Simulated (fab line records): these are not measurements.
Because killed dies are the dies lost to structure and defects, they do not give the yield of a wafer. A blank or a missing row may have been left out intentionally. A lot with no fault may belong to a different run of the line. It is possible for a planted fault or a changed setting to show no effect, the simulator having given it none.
A lot that was struck, set against a sound lot ; flow n5Finfet ; 14 out of 1938 route steps
Sound: these wafers, L465.1, L465.4, L465.5. Wafers L474.1, L474.3, L474.5 were the ones struck. The cause is named last.
For every step that has rows: the tool of each side, followed by ch and its chambers, followed by its first start. Under that, the readings that differ: sound wafers ; struck wafers ; difference of the means ; sigmas: that difference in standard deviations of wafers without a fault.
alike: a reading whose means differ by less than 2 such deviations, as well as words and numbers matching on both sides. not compared: withheld readings; readings where some wafer has no value; bounds like >300 that might hide an equal value; numbers whose values overlap and for which the record gives no deviation.
The two part at a step that has a row with sigmas, a row that says differs or no value, or rows on one side only. Non-overlapping numbers with no deviation appear without sigmas and do not part them. A reading that every wafer of one side lacks parts them only if that side has two wafers or more.

N5_MIM_BOT_ETCH_ETCH_00: etches TiN in Cl2/BCl3, target depth 45.5 nm.
  sound on rieMetal-03 ch 0,1, day 15 08:47; struck on rieMetal-03 ch 0,1, day 18 05:57
  alike: drypumpMotorCurrentA, oesProductAu, throttleValvePct
  not compared: rfHoursCounterH
N5_MIM_BOT_ETCH_STRIP_01: strips in O2.
  sound on rieDiel-04 ch 1,2,3, day 15 09:04; struck on rieDiel-04 ch 0,1,2, day 18 06:14
  alike: drypumpMotorCurrentA, oesProductAu, rfVppV, showerheadPlenumPTorr, throttleValvePct
  not compared: rfHoursCounterH
then, 3 steps without rows for these wafers: N5_MIM_BOT_ETCH_STRIP_02 (strips in post etch residue remover, time 1200 s); N5_MIM_BOT_ETCH_CLEAN_05 (cleans in IPA, time 180 s); N5_MIM_BOT_ETCH_SRD_06 (time 30 s).
N5_PASSIVATION_PECVD_55: deposits SiO2 from SiH4/N2O, target thk 400 nm, time 22.5 s.
  sound on pecvd-01 ch 1, day 15 09:34; struck on pecvd-04 ch 0,1, day 18 06:44
  alike: heaterPowerW, showerheadPlenumPTorr, throttleValvePct
N5_PASSIVATION_PECVD_01: deposits SiNx from SiH4/NH3/N2, target thk 200 nm, time 43.2 s.
  sound on pecvd-01 ch 1, day 15 09:40; struck on pecvd-04 ch 0,1, day 18 06:46
reading;sound;struck;difference;sigmas
heaterPowerW (W);228 134 146;440 482 492;+302;+2
  alike: showerheadPlenumPTorr, throttleValvePct
then, 5 steps without rows for these wafers: N5_PASSIVATION_HMDS_03 (time 60 s); N5_PASSIVATION_COAT_04; N5_PASSIVATION_EBR_06; N5_PASSIVATION_SOFTBAKE_05 (time 90 s); N5_PASSIVATION_EXPOSE_07 (exposes mask TV, defocus 0 nm, target cd 3000 nm).
N5_PASSIVATION_PEB_08:
  sound on lithoTrack-04 ch 0, day 15 13:14; struck on lithoTrack-01, day 18 07:04
reading;sound;struck;difference;sigmas
exhaustPa (Pa);45.2 44.5 45.4;- - -;no value on the struck wafers;
  not compared: chillPlateTempC
then, 1 step without rows for these wafers: N5_PASSIVATION_DEVELOP_09 (develop time 60 s).

== WHERE THEY PART ==
At N5_PASSIVATION_PECVD_01 first; at N5_PASSIVATION_PEB_08 last (within this record only).

WHY: whatever the simulator had introduced
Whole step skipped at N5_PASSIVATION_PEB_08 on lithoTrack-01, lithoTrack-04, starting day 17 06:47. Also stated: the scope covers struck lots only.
